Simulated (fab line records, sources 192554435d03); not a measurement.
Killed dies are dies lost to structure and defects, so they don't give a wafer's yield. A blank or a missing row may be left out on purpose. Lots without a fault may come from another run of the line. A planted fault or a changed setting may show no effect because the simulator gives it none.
fab line records | flow n5_finfet
record lots=5 wafers=15 last_day=16
route steps=1938 shown BEOL_M7@1321 BEOL_M8@1332
lots that met no fault: from a run of the same line without faults
start_h: hours from the record's first day to the start of the lot's first wafer shown | wait_h: hours since the lot's step before | " the same as in the row above | L1.1+2: a row that stands for several wafers | - no value, or no start given | * or withheld: withheld | < > ~ a bound
route shown NAME@n: a module of which the file shows steps, and the number in the route of the first | usual: mean/standard deviation of fault-free wafers | same: alike in all rows | chamber/n: place in a boat | sites: the reading at each site | _std_site: their standard deviation | _edge_site: outer sites' mean less inner sites' | radius_mm: how far each site lies from the wafer's centre | mask NAME#n: copy n | behind: the tool/chamber that last shaped the wafer | hold: why the lot was held/for how many hours/how that ended | device: the transistor (n, p or np) that didn't switch | end of line: the same wafers' tests at the end of the route | a step without rows: its recipe alone | killed: dies lost to structure and defects at the first sort, not the wafer's yield | map: a wafer's dies, x killed, . not, _ none there
set.NAME: the setting as run; set.NAME@STEP: as run at that earlier step | model.NAME: the simulator's own value behind a step, which no gauge read
lots at some steps of the route; a table a step, a row a wafer
services: from which hour (start_h, from the record's first day; less than 0 if before it) a tool's chamber was out of use, for how many hours, and why
## steps
# step N5_BEOL_M7_SURFACE_TREAT_79
# recipe gas=Ar time_s=* ion_energy_ev=* ion_current_ma_cm2=0.5 pressure_mtorr=* ar_flow_sccm=30
# usual throttle_valve_pct=*
# columns lot.wafer tool chamber start_h wait_h throttle_valve_pct
L074.1 pvd_sputter-01 - 186.89 0.2 *
L074.5 " - " " *
L074.6 " - " " *
L077.1 pvd_sputter-02 - 218.93 0.2 *
L077.2 " - " " *
L077.3 " - " " *
L079.1 pvd_sputter-02 - 239.45 0.2 *
L079.3 " - " " *
L079.4 " - " " *
L086.1 pvd_sputter-03 - 289.51 0.3 *
L086.2 " - " " *
L086.3 " - " " *
L087.1 pvd_sputter-02 - 298.75 0.2 *
L087.3 " - " " *
L087.6 " - " " *
# step N5_BEOL_M7_CVD_78
# recipe material=Co target_thk_a=20 temp_c=withheld precursor=CCTBA/H2 pressure_torr=30 time_s=142.3
# columns lot.wafer tool chamber start_h wait_h
L074.1+5+6 cvd_co-02 1,1,2 187.19 0.3
L077.1+2+3 cvd_co-01 0,1,2 219.02 0.1
L079.1+3+4 cvd_co-02 0,1,2 239.56 0.1
L086.1+2+3 cvd_co-02 1,0,2 289.65 0.1
L087.1+3+6 cvd_co-01 0,1,1 298.89 0.1
# step N5_BEOL_M7_SPUTTER_48
# recipe material=Cu target_thk_a=100 temp_c=-20 bias_v=60 power_w=26000 chamber_pressure_pa=0.13 time_s=1.667
# usual throttle_valve_pct=30.3/1.3
# columns lot.wafer tool chamber start_h wait_h throttle_valve_pct
L074.1 pvd_sputter-03 - 187.43 0.2 29.9
L074.5 " - " " 32.6
L074.6 " - " " 29.8
L077.1 pvd_sputter-02 - 219.29 0.2 29.7
L077.2 " - " " 31.5
L077.3 " - " " 30.5
L079.1 pvd_sputter-03 - 239.79 0.2 30.1
L079.3 " - " " 29.6
L079.4 " - " " 28.7
L086.1 pvd_sputter-03 - 289.85 0.2 29.5
L086.2 " - " " 32.6
L086.3 " - " " 28.9
L087.1 pvd_sputter-01 - 299.30 0.4 28.2
L087.3 " - " " 31.4
L087.6 " - " " 31.0
# step N5_BEOL_M7_ECD_50
# recipe material=Cu target_thk_a=3000
# columns lot.wafer tool chamber start_h wait_h
L074.1+5+6 ecd_cu-01 0,0,1 187.55 0.1
L077.1+2+3 ecd_cu-02 1,0,0 219.41 0.1
L079.1+3+4 ecd_cu-01 1,0,1 239.97 0.1
L086.1+2+3 ecd_cu-01 1,0,0 289.96 0.1
L087.1+3+6 ecd_cu-01 0,1,0 299.41 0.1
# step N5_BEOL_M7_ANNEAL_51
# recipe temp_c=225 time_s=90 ambient=N2
# usual wafer_temp_C_max=226.5/0.39
# columns lot.wafer tool chamber start_h wait_h wafer_temp_C_max
L074.1 rtp_anneal-02 0 187.83 0.3 226.5
L074.5 " 0 " " 227.6
L074.6 " 0 " " 226.5
L077.1 rtp_anneal-01 0 219.50 0.1 226.4
L077.2 " 0 " " 226.6
L077.3 " 0 " " 226.6
L079.1 rtp_anneal-01 0 240.73 0.7 226.5
L079.3 " 0 " " 226.4
L079.4 " 0 " " 226.5
L086.1 rtp_anneal-02 0 290.26 0.3 226.8
L086.2 " 0 " " 226.2
L086.3 " 0 " " 226.9
L087.1 rtp_anneal-02 0 300.11 0.7 226.2
L087.3 " 0 " " 226.1
L087.6 " 0 " " 226.8
# step N5_BEOL_M7_CMP_52
# recipe stop_on=SiCOH_lowk t_overpolish_s=6.9 down_force_psi=1 platen_rpm=50 clearing_platen_down_force_psi=1.5 clearing_platen_rpm=50 post_cmp_clean=cu_alkaline target_thk_nm=80 clearing_platen_pad_velocity_m_s=0.99484 pad_velocity_m_s=0.99484
# usual barrier_field_endpoint_s=29.0/0.64 edge_zone_pressure_frac=1.000/0.0051 motor_current_A=5.8/0.59 overpolish_run_s=6.902/0.0093 pad_life_wafers=948/520 time_to_endpoint_s=62.5/2.6
# columns lot.wafer tool chamber start_h wait_h barrier_field_endpoint_s edge_zone_pressure_frac motor_current_A overpolish_run_s pad_life_wafers time_to_endpoint_s
L074.1 cmp-01 2 188.12 0.3 28.8 1.000 6.6 6.898 558 59.1
L074.5 " 2 " " 28.5 1.004 6.2 6.913 - 59.8
L074.6 " 3 " " 28.8 1.011 5.2 6.901 - 58.6
L077.3 cmp-03 2 219.80 0.2 28.9 0.991 5.7 6.917 1392 64.8
L077.1 " 0 " " 29.4 1.001 5.6 6.894 1394 64.2
L077.2 " 1 " " 29.5 0.990 5.9 6.894 1395 63.6
L079.1 cmp-02 3 241.08 0.3 29.0 1.010 5.1 6.900 421 60.3
L079.3 " 0 " " 28.5 0.999 5.2 6.885 422 60.5
L079.4 " 1 " " 30.4 0.987 6.0 6.901 423 65.5
L086.2 cmp-02 0 290.56 0.2 29.1 1.008 5.2 6.894 780 67.7
L086.1 " 1 " " 29.4 1.002 6.1 6.901 781 69.8
L086.3 " 2 " " 29.0 0.992 5.6 6.900 782 64.5
L087.3 cmp-02 3 300.42 0.2 28.8 0.995 5.1 6.912 870 64.7
L087.1 " 2 " " 28.5 0.998 5.2 6.893 873 59.3
L087.6 " 3 " " 29.9 1.000 5.1 6.900 - 63.5
# step N5_BEOL_M7_THK_MEAS_53
# recipe thk_meas_gauge=xrf reads=Cu_of_BEOL_M7_ECD_50
# usual M7_THK=81.7/2.1
# columns lot.wafer tool chamber start_h wait_h M7_THK[nm]
L074.1 film_metro-02 - 188.42 - 81.5
L074.5 " - " " 81.0
L074.6 " - " " 77.9
L077.1 film_metro-01 - 220.09 - 84.2
L077.2 " - " " 81.1
L077.3 " - " " 81.6
L079.1 film_metro-01 - 241.33 - 81.5
L079.3 " - " " 80.5
L079.4 " - " " 83.9
L086.1 film_metro-01 - 290.85 - 82.3
L086.2 " - " " 83.6
L086.3 " - " " 83.3
L087.1 film_metro-01 - 300.72 - 85.7
L087.3 " - " " 84.5
L087.6 " - " " 85.0
# step N5_BEOL_M7_PRE_CLEAN_55
# recipe gas=NH3 time_s=15 temp_c=withheld rf_power_w=300
# columns lot.wafer tool chamber start_h wait_h
L074.1+5+6 pecvd-03 2,2,1 188.45 0.0
L077.1+2+3 pecvd-04 1,0,2 220.13 0.0
L079.1+3+4 pecvd-01 1,2,2 241.37 0.0
L086.1+2+3 pecvd-01 0,1,2 290.89 0.0
L087.1+3+6 pecvd-04 2,1,0 300.76 0.0
# step N5_BEOL_M7_DEP_56
# recipe material=SiCN target_thk_a=100 temp_c=withheld precursor=3MS/NH3 pressure_torr=3 rf_w=202 time_s=17.5
# usual showerhead_plenum_p_Torr=3.663/0.009 throttle_valve_pct=9.1/0.44
# columns lot.wafer tool chamber start_h wait_h showerhead_plenum_p_Torr throttle_valve_pct
L074.1 pecvd-03 2 188.48 0.0 3.673 8.7
L074.5 " 2 " " 3.668 8.9
L074.6 " 1 " " 3.668 9.5
L077.1 pecvd-04 1 220.16 0.0 3.669 9.3
L077.2 " 0 " " 3.669 9.2
L077.3 " 2 " " 3.661 9.1
L079.1 pecvd-01 1 241.40 0.0 3.668 9.0
L079.3 " 2 " " 3.663 9.2
L079.4 " 2 " " 3.661 9.2
L086.1 pecvd-01 0 290.92 0.0 3.638 8.6
L086.2 " 1 " " 3.664 9.3
L086.3 " 2 " " 3.668 9.1
L087.1 pecvd-04 2 300.78 0.0 3.660 8.9
L087.3 " 1 " " 3.678 9.3
L087.6 " 0 " " 3.675 9.1
# step N5_BEOL_M7_RS_MEAS_57
# recipe thk_meas_gauge=four-point-probe reads=Cu_of_BEOL_M7_ECD_50+Co_of_BEOL_M7_CVD_78+TaN_of_BEOL_M7_ALD_77
# usual M7_RS=0.285/0.0077
# columns lot.wafer tool chamber start_h wait_h M7_RS[ohm/sq]
L074.1 film_metro-02 - 188.55 0.1 0.284
L074.5 " - " " 0.285
L074.6 " - " " 0.298
L077.1 film_metro-02 - 220.22 0.1 0.279
L077.2 " - " " 0.289
L077.3 " - " " 0.286
L079.1 film_metro-02 - 241.46 0.1 0.285
L079.3 " - " " 0.289
L079.4 " - " " 0.277
L086.1 film_metro-01 - 290.99 0.1 0.285
L086.2 " - " " 0.280
L086.3 " - " " 0.279
L087.1 film_metro-01 - 300.85 0.1 0.272
L087.3 " - " " 0.277
L087.6 " - " " 0.275
# step N5_BEOL_M7_INSPECT_58
# recipe inspect_instrument=darkfield mode=post_dep
# usual raw_defect_count=77/27
# columns lot.wafer tool chamber start_h wait_h raw_defect_count
L074.1 defect_inspect-01 - 188.57 0.0 73
L074.5 " - " " 109
L074.6 " - " " 48
L077.1 defect_inspect-02 - 220.25 0.0 78
L077.2 " - " " 114
L077.3 " - " " 98
L079.1 defect_inspect-02 - 241.49 0.0 86
L079.3 " - " " 53
L079.4 " - " " 52
L086.1 defect_inspect-01 - 291.01 0.0 54
L086.2 " - " " 25
L086.3 " - " " 72
L087.1 defect_inspect-02 - 300.88 0.0 71
L087.3 " - " " 84
L087.6 " - " " 140
# step N5_BEOL_M8_ILD_DEP_00
# recipe material=SiCOH_lowk target_thk_a=1797.5 temp_c=300 precursor=DEMS/porogen pressure_torr=5 rf_w=500 time_s=33.4
# usual heater_power_w=274/55 showerhead_plenum_p_Torr=5.734/0.016 throttle_valve_pct=13.8/0.48
# columns lot.wafer tool chamber start_h wait_h heater_power_w showerhead_plenum_p_Torr throttle_valve_pct
L074.1 pecvd-02 0 188.61 0.0 281 5.737 13.3
L074.5 " 0 " " 284 5.730 13.2
L074.6 " 1 " " 324 5.747 14.7
L077.1 pecvd-01 2 220.29 0.0 232 5.732 13.8
L077.2 " 1 " " 273 5.746 14.1
L077.3 " 0 " " 277 5.721 13.1
L079.1 pecvd-02 0 241.53 0.0 286 5.756 13.3
L079.3 " 2 " " 214 5.713 13.3
L079.4 " 2 " " 205 5.710 13.3
L086.1 pecvd-01 2 291.05 0.0 254 5.734 13.9
L086.2 " 0 " " 246 5.729 12.9
L086.3 " 1 " " 245 5.758 14.1
L087.1 pecvd-02 2 300.91 0.0 178 5.715 13.6
L087.3 " 0 " " 284 5.742 13.0
L087.6 " 0 " " 274 5.748 13.7
# step N5_BEOL_M8_CURE_74
# recipe temp_c=385 time_s=240 ambient=He/Ar material=SiCOH_lowk
# usual lamp_power_pct=52.31/0.067 wafer_temp_C_max=386.9/0.72
# columns lot.wafer tool chamber start_h wait_h lamp_power_pct wafer_temp_C_max
L074.1 uv_cure-03 0 188.68 0.0 52.31 386.0
L074.5 " 0 " " 52.33 387.0
L074.6 " 0 " " 52.36 386.6
L077.1 uv_cure-02 2 220.35 0.0 52.36 386.5
L077.2 " 2 " " 52.36 386.7
L077.3 " 2 " " 52.25 386.5
L079.1 uv_cure-01 0 241.59 0.0 52.38 386.5
L079.3 " 0 " " 52.30 386.6
L079.4 " 0 " " 52.29 386.5
L086.1 uv_cure-02 1 291.11 0.0 52.22 387.9
L086.2 " 1 " " 52.36 387.1
L086.3 " 1 " " 52.30 387.0
L087.1 uv_cure-02 0 300.98 0.0 52.22 386.1
L087.3 " 0 " " 52.26 386.2
L087.6 " 0 " " 52.27 385.9
# step N5_BEOL_M8_THK_MEAS_01
# recipe reads=SiCOH_lowk_of_BEOL_M8_ILD_DEP_00
# usual M8_ILD_THK=155.5/2
# columns lot.wafer tool chamber start_h wait_h M8_ILD_THK[nm]
L074.1 film_metro-01 - 189.19 0.4 155.3
L074.5 " - " " 160.4
L074.6 " - " " 158.1
L077.1 film_metro-01 - 220.86 0.4 155.4
L077.2 " - " " 157.2
L077.3 " - " " 157.2
L079.1 film_metro-02 - 242.10 0.4 153.0
L079.3 " - " " 152.5
L079.4 " - " " 155.6
L086.1 film_metro-01 - 291.62 0.4 154.7
L086.2 " - " " 155.3
L086.3 " - " " 155.7
L087.1 film_metro-01 - 301.49 0.4 151.4
L087.3 " - " " 153.9
L087.6 " - " " 155.6
# step N5_BEOL_M8_PECVD_70
# recipe material=SiO2 target_thk_a=200 temp_c=400 precursor=TEOS/O2 pressure_torr=5.5 rf_w=450 teos_flow_sccm=53.8 gas=O2 flow_sccm=3000 time_s=22.7
# usual heater_power_w=649/89 showerhead_plenum_p_Torr=8.76/0.057 throttle_valve_pct=22.3/0.75
# columns lot.wafer tool chamber start_h wait_h heater_power_w showerhead_plenum_p_Torr throttle_valve_pct
L074.1 pecvd-01 1 189.23 0.0 662 8.76 23.1
L074.5 " 2 " " 528 8.77 22.1
L074.6 " 1 " " 660 8.77 22.9
L077.1 pecvd-04 0 220.90 0.0 868 8.85 22.5
L077.2 " 2 " " 650 8.74 21.8
L077.3 " 1 " " 668 8.83 23.2
L079.1 pecvd-01 2 242.14 0.0 588 8.77 22.3
L079.3 " 1 " " 609 8.78 22.9
L079.4 " 0 " " 649 8.74 21.3
L086.1 pecvd-01 0 291.66 0.0 570 8.69 21.1
L086.2 " 2 " " 638 8.79 22.7
L086.3 " 1 " " 660 8.75 22.5
L087.1 pecvd-02 0 301.53 0.0 572 8.82 21.5
L087.3 " 2 " " 561 8.65 21.7
L087.6 " 2 " " 562 8.62 21.4
# step N5_BEOL_M8_HM_DEP_02
# recipe material=TiN target_thk_a=200 temp_c=25 chamber_pressure_pa=0.49996
# usual throttle_valve_pct=30.3/1.2
# columns lot.wafer tool chamber start_h wait_h throttle_valve_pct
L074.1 pvd_sputter-02 - 190.71 1.5 29.7
L074.5 " - " " 30.1
L074.6 " - " " 29.4
L077.1 pvd_sputter-03 - 221.98 1.1 28.7
L077.2 " - " " 32.8
L077.3 " - " " 29.5
L079.1 pvd_sputter-03 - 242.57 0.4 32.8
L079.3 " - " " 28.8
L079.4 " - " " 30.1
L086.1 pvd_sputter-01 - 292.41 0.7 28.6
L086.2 " - " " 31.5
L086.3 " - " " 30.4
L087.1 pvd_sputter-02 - 303.10 1.5 31.2
L087.3 " - " " 31.6
L087.6 " - " " 31.6
# step N5_BEOL_M8_COAT_59
# recipe resist=SOC temp_c=250 time_s=60 spin_rpm=1500 resist_thk_nm=100
# usual chill_plate_temp_C=23.02/0.1 resist_line_temp_C=22.97/0.1
# columns lot.wafer tool chamber start_h wait_h chill_plate_temp_C resist_line_temp_C
L074.1 litho_track-02 0 190.83 0.1 22.88 23.06
L074.5 " 0 " " 22.95 22.87
L074.6 " 0 " " 22.74 22.91
L077.1 litho_track-03 0 222.11 0.1 23.00 22.95
L077.2 " 0 " " 23.08 22.89
L077.3 " 0 " " 23.16 22.96
L079.1 litho_track-05 0 242.70 0.1 23.03 23.23
L079.3 " 0 " " 22.98 23.08
L079.4 " 0 " " 22.97 23.05
L086.1 litho_track-02 0 292.54 0.1 22.86 22.93
L086.2 " 0 " " 22.94 22.92
L086.3 " 0 " " 23.12 22.97
L087.1 litho_track-05 0 303.22 0.1 23.10 22.90
L087.3 " 0 " " 23.24 22.97
L087.6 " 0 " " 23.09 22.97
# step N5_BEOL_M8_COAT_60
# recipe resist=SiARC temp_c=220 time_s=60 spin_rpm=1500 resist_thk_nm=35
# usual chill_plate_temp_C=23.01/0.11 resist_line_temp_C=22.98/0.11
# columns lot.wafer tool chamber start_h wait_h chill_plate_temp_C resist_line_temp_C
L074.1 litho_track-02 0 - - 22.94 22.87
L074.5 " 0 " " 22.94 22.91
L074.6 " 0 " " 23.08 22.88
L077.1 litho_track-03 0 - - 23.07 22.87
L077.2 " 0 " " 23.02 22.95
L077.3 " 0 " " 23.10 22.96
L079.1 litho_track-05 0 - - 23.00 22.87
L079.3 " 0 " " 23.07 23.08
L079.4 " 0 " " 23.03 22.92
L086.1 litho_track-02 0 - - 23.03 22.81
L086.2 " 0 " " 23.06 22.94
L086.3 " 0 " " 22.94 22.85
L087.1 litho_track-05 0 - - 22.98 22.97
L087.3 " 0 " " 22.81 23.05
L087.6 " 0 " " 22.99 22.97
# step N5_BEOL_M8_COAT_05
# recipe resist=CAR-ArF spin_rpm=1500 resist_thk_nm=90
# usual chill_plate_temp_C=23.01/0.1 resist_line_temp_C=22.99/0.12
# columns lot.wafer tool chamber start_h wait_h chill_plate_temp_C resist_line_temp_C
L074.1 litho_track-02 0 - - 22.99 22.89
L074.5 " 0 " " 22.90 23.06
L074.6 " 0 " " 22.96 23.01
L077.1 litho_track-03 0 - - 23.06 23.00
L077.2 " 0 " " 22.93 23.04
L077.3 " 0 " " 23.10 22.91
L079.1 litho_track-05 0 - - 22.85 23.01
L079.3 " 0 " " 22.98 23.00
L079.4 " 0 " " 22.94 22.97
L086.1 litho_track-02 0 - - 23.07 23.02
L086.2 " 0 " " 23.01 22.91
L086.3 " 0 " " 23.11 23.12
L087.1 litho_track-05 0 - - 23.11 23.00
L087.3 " 0 " " 23.06 23.01
L087.6 " 0 " " 23.13 22.78
# step N5_BEOL_M8_EBR_07
# recipe solvent=PGMEA ebr_width_mm=1.5
# usual chill_plate_temp_C=23.01/0.099 resist_line_temp_C=22.98/0.098
# columns lot.wafer tool chamber start_h wait_h chill_plate_temp_C resist_line_temp_C
L074.1 litho_track-02 0 - - 23.05 22.93
L074.5 " 0 " " 23.02 22.84
L074.6 " 0 " " 22.96 22.89
L077.1 litho_track-03 0 - - 23.01 23.01
L077.2 " 0 " " 22.93 23.11
L077.3 " 0 " " 22.91 23.03
L079.1 litho_track-05 0 - - 23.05 23.03
L079.3 " 0 " " 23.16 22.99
L079.4 " 0 " " 23.08 22.94
L086.1 litho_track-02 0 - - 23.14 22.97
L086.2 " 0 " " 23.15 22.95
L086.3 " 0 " " 22.99 22.91
L087.1 litho_track-05 0 - - 22.99 23.01
L087.3 " 0 " " 23.15 22.84
L087.6 " 0 " " 23.02 22.98
# step N5_BEOL_M8_SOFTBAKE_06
# recipe temp_c=110 time_s=60 resist=CAR-ArF
# usual chill_plate_temp_C=23.02/0.11 resist_line_temp_C=23.01/0.11
# columns lot.wafer tool chamber start_h wait_h chill_plate_temp_C resist_line_temp_C
L074.1 litho_track-02 0 - - 23.16 23.02
L074.5 " 0 " " 22.85 22.98
L074.6 " 0 " " 22.98 23.12
L077.1 litho_track-03 0 - - 23.06 23.16
L077.2 " 0 " " 23.12 23.03
L077.3 " 0 " " 22.97 22.97
L079.1 litho_track-05 0 - - 23.09 23.18
L079.3 " 0 " " 23.05 22.96
L079.4 " 0 " " 22.99 23.00
L086.1 litho_track-02 0 - - 23.03 22.95
L086.2 " 0 " " 23.10 22.95
L086.3 " 0 " " 22.88 22.89
L087.1 litho_track-05 0 - - 22.85 22.94
L087.3 " 0 " " 23.08 22.98
L087.6 " 0 " " 23.12 22.81
# step N5_BEOL_M8_EXPOSE_08
# recipe mask_id=M8 na=1.35 source_shape=dipole sigma_inner=0.817 sigma_outer=0.97 polarization=te dose_mj=68.25
# usual reticle_temp_C=22.99/0.1
# same sigma_outer=0.97
# columns lot.wafer tool chamber start_h wait_h mask reticle_temp_C
L074.1 arfi_scanner-02 0 191.07 - M8#0 22.94
L074.5 " 0 " " M8#0 22.93
L074.6 " 0 " " M8#0 23.12
L077.1 arfi_scanner-02 0 222.23 - M8#0 22.84
L077.2 " 0 " " M8#0 22.89
L077.3 " 0 " " M8#0 23.01
L079.1 arfi_scanner-03 0 242.94 - M8#0 22.89
L079.3 " 0 " " M8#0 22.95
L079.4 " 0 " " M8#0 22.84
L086.1 arfi_scanner-03 0 292.66 - M8#0 23.08
L086.2 " 0 " " M8#0 23.13
L086.3 " 0 " " M8#0 22.92
L087.1 arfi_scanner-03 0 303.34 - M8#0 22.73
L087.3 " 0 " " M8#0 22.92
L087.6 " 0 " " M8#0 22.97
# step N5_BEOL_M8_PEB_09
# recipe peb_temp_c=withheld peb_time_s=60 resist=CAR-ArF
# usual chill_plate_temp_C=22.97/0.1 resist_line_temp_C=22.99/0.11
# columns lot.wafer tool chamber start_h wait_h chill_plate_temp_C resist_line_temp_C
L074.1 litho_track-05 0 191.14 0.1 22.93 23.20
L074.5 " 0 " " 22.98 23.02
L074.6 " 0 " " 22.97 22.99
L077.1 litho_track-02 0 222.29 0.1 22.92 23.15
L077.2 " 0 " " 23.05 23.01
L077.3 " 0 " " 22.93 22.98
L079.1 litho_track-02 0 243.00 0.1 22.74 22.95
L079.3 " 0 " " 22.87 22.96
L079.4 " 0 " " 22.81 23.07
L086.1 litho_track-03 0 292.72 0.1 22.84 23.00
L086.2 " 0 " " 22.82 23.12
L086.3 " 0 " " 22.82 22.87
L087.1 litho_track-02 0 303.40 0.1 23.03 23.02
L087.3 " 0 " " 23.03 22.95
L087.6 " 0 " " 23.05 23.11
# step N5_BEOL_M8_DEVELOP_10
# recipe develop_time_s=30 developer=TMAH resist=CAR-ArF rinse_liquid=diw dry=air_spin dev_temp_c=23
# usual chill_plate_temp_C=22.96/0.11 resist_line_temp_C=23.00/0.1
# columns lot.wafer tool chamber start_h wait_h chill_plate_temp_C resist_line_temp_C
L074.1 litho_track-05 0 - - 23.03 23.18
L074.5 " 0 " " 23.24 22.96
L074.6 " 0 " " 23.20 23.35
L077.1 litho_track-02 0 - - 22.96 22.77
L077.2 " 0 " " 23.18 22.99
L077.3 " 0 " " 23.14 22.93
L079.1 litho_track-02 0 - - 22.97 23.21
L079.3 " 0 " " 22.92 22.96
L079.4 " 0 " " 23.03 23.05
L086.1 litho_track-03 0 - - 22.96 22.99
L086.2 " 0 " " 22.99 22.97
L086.3 " 0 " " 23.10 22.98
L087.1 litho_track-02 0 - - 22.79 22.98
L087.3 " 0 " " 23.02 23.06
L087.6 " 0 " " 22.70 22.96
# step N5_BEOL_M8_CD_MEAS_11
# recipe target_cd_nm=38.5 landing_energy_ev=500 detector=se_inlens polarity=opening
# usual cd_nm=38.7/0.4
# columns lot.wafer tool chamber start_h wait_h cd_nm
L074.1 cd_sem-03 0 191.20 - 38.3
L074.5 " 0 " " 38.6
L074.6 " 0 " " 38.4
L077.1 cd_sem-03 0 222.35 - 38.9
L077.2 " 0 " " 39.3
L077.3 " 0 " " 39.2
L079.1 cd_sem-01 0 243.07 - 38.8
L079.3 " 0 " " 38.4
L079.4 " 0 " " 38.9
L086.1 cd_sem-03 0 292.79 - 39.1
L086.2 " 0 " " 38.5
L086.3 " 0 " " 38.4
L087.1 cd_sem-03 0 303.47 - 39.0
L087.3 " 0 " " 39.0
L087.6 " 0 " " 39.0
# step N5_BEOL_M8_OVL_MEAS_12
# recipe points_per_wafer=44
# usual M8_OVL=-0.3/0.63
# columns lot.wafer tool chamber start_h wait_h M8_OVL[nm]
L074.1 overlay-02 0 191.23 0.0 -1.0
L074.5 " 0 " " -0.5
L074.6 " 0 " " -0.6
L077.1 overlay-02 0 222.38 0.0 -0.7
L077.2 " 0 " " -1.4
L077.3 " 0 " " 0.1
L079.1 overlay-01 0 243.10 0.0 0.5
L079.3 " 0 " " -0.3
L079.4 " 0 " " 0.6
L086.1 overlay-02 0 292.82 0.0 0.3
L086.2 " 0 " " -0.1
L086.3 " 0 " " -0.1
L087.1 overlay-01 0 303.50 0.0 -0.2
L087.3 " 0 " " 0.0
L087.6 " 0 " " -0.2
# step N5_BEOL_M8_INSPECT_13
# recipe mode=adi inspect_instrument=brightfield
# usual raw_defect_count=444/95
# columns lot.wafer tool chamber start_h wait_h raw_defect_count
L074.1 defect_inspect-01 - 191.26 0.0 381
L074.5 " - " " 467
L074.6 " - " " 321
L077.1 defect_inspect-01 - 222.41 0.0 368
L077.2 " - " " 580
L077.3 " - " " 349
L079.1 defect_inspect-02 - 243.12 0.0 442
L079.3 " - " " 434
L079.4 " - " " 389
L086.1 defect_inspect-02 - 292.84 0.0 501
L086.2 " - " " 344
L086.3 " - " " 446
L087.1 defect_inspect-01 - 303.52 0.0 389
L087.3 " - " " 459
L087.6 " - " " 667
# step N5_BEOL_M8_DESCUM_16
# recipe chemistry=O2 time_s=7.9 source_power_w=50 bias_power_w=20 pressure_mtorr=20 rf_frequency_hz=2.712e+07 temp_c=40 resist=CAR-ArF o2_flow_sccm=225
# usual drypump_motor_current_A=5.5/0.36 o2_flow_sccm=225.0/0.71 oes_product_au=0.81/0.077 rf_vpp_V=243.5/1.2 showerhead_plenum_p_Torr=2.12/0.057 temp_c=40.01/0.099 throttle_valve_pct=20.43/0.17
# columns lot.wafer tool chamber start_h wait_h drypump_motor_current_A o2_flow_sccm oes_product_au rf_hours_counter_h rf_vpp_V showerhead_plenum_p_Torr temp_c throttle_valve_pct
L074.1 rie_diel-01 2 191.29 0.0 6.0 224.9 0.87 55 245.0 2.22 39.97 20.30
L074.5 " 1 " " 5.9 224.9 0.68 - 243.7 2.15 39.99 20.44
L074.6 " 2 " " 6.1 224.0 0.87 - 242.4 2.22 40.07 20.28
L077.1 rie_diel-01 1 222.54 0.1 5.9 224.7 0.67 235 246.1 2.14 39.94 20.44
L077.2 " 3 " " 5.7 225.4 0.86 56 242.3 2.04 40.00 20.27
L077.3 " 2 " " 6.1 224.8 0.85 66 245.9 2.22 39.89 20.30
L079.1 rie_diel-04 1 243.16 0.0 5.4 225.8 0.87 50 241.5 2.04 40.28 20.40
L079.3 " 2 " " 5.4 226.2 0.83 89 242.1 2.12 40.04 20.48
L079.4 " 0 " " 5.7 225.1 0.69 241 243.8 2.06 40.01 20.63
L086.1 rie_diel-02 3 292.88 0.0 5.1 225.4 0.70 216 243.5 2.15 39.92 20.36
L086.2 " 0 " " 5.7 224.7 0.96 6 243.7 2.15 39.90 20.52
L086.3 " 1 " " 4.7 225.3 0.79 135 243.3 2.10 39.97 20.70
L087.1 rie_diel-01 2 303.56 0.0 6.0 225.0 0.82 92 244.8 2.21 40.17 20.35
L087.3 " 3 " " 5.7 226.3 0.82 82 241.4 2.03 40.14 20.32
L087.6 " 1 " " 5.9 224.0 0.97 - 243.2 2.14 39.87 20.07
# step N5_BEOL_M8_ETCH_61
# recipe chemistry=CF4 target=SiARC target_depth_a=455 mask_material=CAR-ArF time_s=75.8 ion_energy_ev=80 pressure_mtorr=40 source_w=545 bias_w=36 Ar_flow_sccm=100 cf4_flow_sccm=100 ends=cleared
# usual drypump_motor_current_A=5.5/0.36 etch_rf_on_time_s=75.4/1 mfc_ar_sccm=100.00/0.28 oes_product_au=0.69/0.065 rf_vpp_V=184.5/1.2 showerhead_plenum_p_Torr=2.16/0.055 throttle_valve_pct=15.59/0.18
# columns lot.wafer tool chamber start_h wait_h drypump_motor_current_A etch_rf_on_time_s mfc_ar_sccm oes_product_au rf_hours_counter_h rf_vpp_V showerhead_plenum_p_Torr throttle_valve_pct
L074.1 rie_diel-01 2 191.33 0.0 6.1 74.0 100.14 0.74 55 186.5 2.25 15.35
L074.5 " 1 " " 5.9 74.7 100.28 0.58 - 184.4 2.20 15.70
L074.6 " 2 " " 6.1 74.0 99.61 0.74 - 185.2 2.25 15.35
L077.1 rie_diel-01 1 222.58 0.0 5.9 75.7 100.30 0.57 235 184.4 2.20 15.73
L077.2 " 3 " " 5.7 75.2 100.38 0.74 56 183.8 2.09 15.43
L077.3 " 2 " " 6.1 75.6 99.83 0.73 66 187.8 2.25 15.37
L079.1 rie_diel-04 1 243.19 0.0 5.4 74.3 99.42 0.74 50 183.7 2.10 15.52
L079.3 " 2 " " 5.4 74.3 99.98 0.71 89 184.6 2.16 15.62
L079.4 " 0 " " 5.7 76.2 100.07 0.60 241 184.2 2.11 15.86
L086.1 rie_diel-02 3 292.91 0.0 5.1 78.0 100.29 0.60 216 184.5 2.20 15.68
L086.2 " 0 " " 5.6 73.3 99.94 0.83 6 185.8 2.19 15.62
L086.3 " 1 " " 4.7 76.0 99.79 0.66 135 184.5 2.14 15.86
L087.1 rie_diel-01 2 303.59 0.0 6.1 76.2 99.93 0.70 92 184.4 2.24 15.40
L087.3 " 3 " " 5.7 75.0 100.28 0.71 82 183.0 2.08 15.49
L087.6 " 1 " " 5.9 75.8 100.06 0.83 - 185.8 2.19 15.28
## services
# columns tool chamber start_h hours kind
pecvd-01 - 168.97 1.6 repair
rie_diel-01 0 183.85 7.7 repair
pecvd-04 - 184.15 6.0 pm
cmp-02 - 184.37 4.0 pm
uv_cure-02 - 184.76 3.4 pm
cvd_co-02 - 185.61 0.4 repair
arfi_scanner-03 - 186.86 5.5 repair
rie_diel-02 3 195.74 3.8 repair
arfi_scanner-02 - 196.87 0.8 pm
cvd_co-02 2 198.84 5.5 repair
arfi_scanner-02 - 200.17 1.3 pm
rie_diel-04 1 207.48 14.3 repair
rie_diel-04 - 209.64 0.6 repair
pecvd-03 1 210.96 3.6 repair
arfi_scanner-03 - 212.20 1.3 pm
uv_cure-02 - 216.12 0.3 repair
cvd_co-01 - 216.40 0.4 repair
arfi_scanner-03 - 219.44 0.8 pm
rie_diel-01 - 238.63 15.6 pm
ecd_cu-01 - 258.41 6.4 repair
rie_diel-01 0 259.64 4.1 repair
arfi_scanner-03 - 268.85 1.0 pm
pecvd-04 - 288.27 0.8 pm
uv_cure-02 - 293.64 2.8 pm
## key
fault none
